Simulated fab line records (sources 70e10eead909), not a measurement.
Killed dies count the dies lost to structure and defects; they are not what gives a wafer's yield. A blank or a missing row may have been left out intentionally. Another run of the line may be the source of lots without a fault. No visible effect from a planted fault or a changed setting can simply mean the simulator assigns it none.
Struck lot and sound lot, side by side / flow nandHarc / 15 out of 1159 route steps
Sound: wafers L242.1, L242.4, L242.5. Struck: wafer L254.1 (left out: L254.2, L254.3 of the same lot, which were not struck); the cause appears at the end.
Per side, at each step with rows, come the tool, then ch with its chambers, and then its first start. Under that, the readings that differ: sound wafers / struck wafers / difference of the means / sigmas: that difference in standard deviations of wafers without a fault.
alike: a reading whose means differ by less than 2 such deviations, as well as words and numbers matching on both sides. not compared: withheld readings; readings where some wafer has no value; bounds like >300 that might hide an equal value; numbers whose values overlap and for which the record gives no deviation.
A row with sigmas, a row that says differs or no value, or rows on one side alone: a step with any of these is where the two part. Numbers that don't overlap but have no deviation are shown without sigmas and don't part them. A reading missing from all wafers of one side parts the sides only when that side holds two or more wafers.

NHARC_A_CONTACT_ETCH_138: etches the open film in C4F8/O2/Ar, time 132 s, target depth 1289 nm.
  sound on harCapEtch-03 ch 0,1, day 18 16:01; struck on harCapEtch-01 ch 0, day 22 21:13
  alike: chamberPressureMTorr
  not compared: rfHoursCounterH
NHARC_A_CONTACT_ETCH_139: etches the open film in C4F8/O2/Ar, time 137 s, target depth 590 nm.
  sound on harCapEtch-03 ch 0,1, day 18 16:10; struck on harCapEtch-01 ch 0, day 22 21:20
  alike: chamberPressureMTorr
  not compared: rfHoursCounterH
then, 1 step without rows for these wafers: NHARC_A_CONTACT_ETCH_92 (etches the open film in CH3F/O2, target depth 40 nm, time 85.7 s).
NHARC_A_CONTACT_ETCH_98: etches the open film in C4F6/O2, target depth 20 nm, time 10 s.
  sound on rieDiel-13 ch 0,1,2; struck on rieDiel-13 ch 0
  alike: chamberPressureMTorr, drypumpMotorCurrentA, mfcArSccm, oesProductAu, rfVppV, showerheadPlenumPTorr, throttleValvePct
  not compared: rfHoursCounterH
NHARC_A_CONTACT_CD_MEAS_15:
  sound: cdSem-03 at day 18 16:49; struck: cdSem-01 at day 22 21:58
reading=cdNm (nm); sound=90.1 90.6 90.9; struck=89.5; difference=-1.0; sigmas=-2
then, 4 steps without rows for these wafers: NHARC_A_CONTACT_STRIP_107 (strips in N2/H2); NHARC_A_CONTACT_STRIP_108 (strips in CF4/CHF3); NHARC_A_CONTACT_STRIP_109 (strips in O2/COS); NHARC_A_CONTACT_ETCH_110 (etches the open film in CF4/O2, target depth 50 nm, overetch 5 nm, time 27.5 s).
NHARC_A_CONTACT_STRIP_26: strips in O2.
  sound on rieDiel-04 ch 2,3; struck on rieDiel-11 ch 2
  alike: chamberPressureMTorr, drypumpMotorCurrentA, mfcArSccm, oesProductAu, rfVppV, showerheadPlenumPTorr, throttleValvePct
  not compared: rfHoursCounterH
then, 1 step without rows for these wafers: NHARC_A_CONTACT_STRIP_27 (strips in post etch residue remover, time 600 s).
NHARC_A_CONTACT_ALD_18: deposits TiN, target thk 3 nm, pulse time 1 s, ald cycles 150.
  sound on aldMetal-02 ch 1,2, day 18 18:07; struck on aldMetal-04 ch 1, day 22 22:57
  alike: heaterPowerW, precursorPulseHeightRel
NHARC_A_CONTACT_CVD_19: deposits W, target thk 300 nm, time 802 s.
  sound on cvdW-02 ch 0,1, day 18 20:46; struck on cvdW-02 ch 0, day 23 09:32
  alike: heaterPowerW, mfcArSccm, mfcH2Sccm, throttleValvePct
NHARC_A_CONTACT_CMP_20: polishes, t overpolish 30 s, target thk 300 nm.
  sound on cmp-03 ch 0,2,3, day 18 21:34; struck on cmp-01 ch 3, day 23 10:25
reading=timeToEndpointS (s); sound=64.2 64.4 58.8; struck=86.1; difference=+23.6; sigmas=+9
  alike: motorCurrentA, overpolishRunS, retainingRingPressureFrac
-- record jumps: 3 days between struck wafers' starts before vs after; left off in module A_CONTACT, resumes in module END, first step shown is number 1159 of the route --
NHARC_END_SORT_01:
  only the struck wafers appear in the record here, on prober-01 ch 0 at day 26 01:28; the sound ones have no rows

WHERE THEY PART
Last at NHARC_END_SORT_01 as far as this record goes, first at NHARC_A_CONTACT_CD_MEAS_15.

WHY: the cause the simulator had injected
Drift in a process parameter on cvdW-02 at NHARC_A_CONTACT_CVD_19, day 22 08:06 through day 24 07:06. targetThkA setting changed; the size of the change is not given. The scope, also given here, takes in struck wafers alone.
